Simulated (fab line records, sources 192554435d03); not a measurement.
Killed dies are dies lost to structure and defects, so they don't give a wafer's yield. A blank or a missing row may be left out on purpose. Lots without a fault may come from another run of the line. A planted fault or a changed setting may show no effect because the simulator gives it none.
Chamber matching | flow n5_finfet | N5_BEOL_M2_PRE_CLEAN_60 on cvd_co-02: 3 sister chambers
The step time 15 s. 3 wafers are shown with their chamber, then 10 later ones without.

WAFERS WITH THEIR CHAMBER
wafer  | chamber | heater_power_outer_w (W)
L085.2 | 0       | 17
L091.1 | 1       | 19
L091.2 | 2       | 13

WAFERS WITHOUT THEIR CHAMBER
wafer  | heater_power_outer_w (W)
L091.4 | 18
L096.3 | 16
L096.5 | 19
L096.6 | 16
L094.3 | 16
L094.4 | 17
L094.6 | 13
L095.2 | 18
L095.5 | 16
L095.6 | 18

WHICH CHAMBER EACH WENT THROUGH
wafer  | from the rows above     | in truth
L091.4 | can't be placed: 0 or 1 | 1
L096.3 | 0                       | 0
L096.5 | 1                       | 1
L096.6 | 0                       | 0
L094.3 | 0                       | 0
L094.4 | 0                       | 0
L094.6 | 2                       | 2
L095.2 | can't be placed: 0 or 1 | 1
L095.5 | 0                       | 0
L095.6 | can't be placed: 0 or 1 | 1
Placed correctly: 7 of 10. Can't be placed from these rows: 3 (the true chamber is among the candidates in 3). Placed wrongly: 0.
How it was worked out, from the rows above alone: a wafer's distance from a chamber is the root of the sum, over the readings, of the square of ((its reading less the chamber's mean) divided by the reading's scatter). The wafer belongs to the nearest chamber; if the next one is less than 2 further off, it can't be placed. A chamber's mean is the mean of its shown wafers. The scatter: with one shown wafer a chamber, the root of the mean of the squares of how far each hidden wafer lies from its nearest shown one.
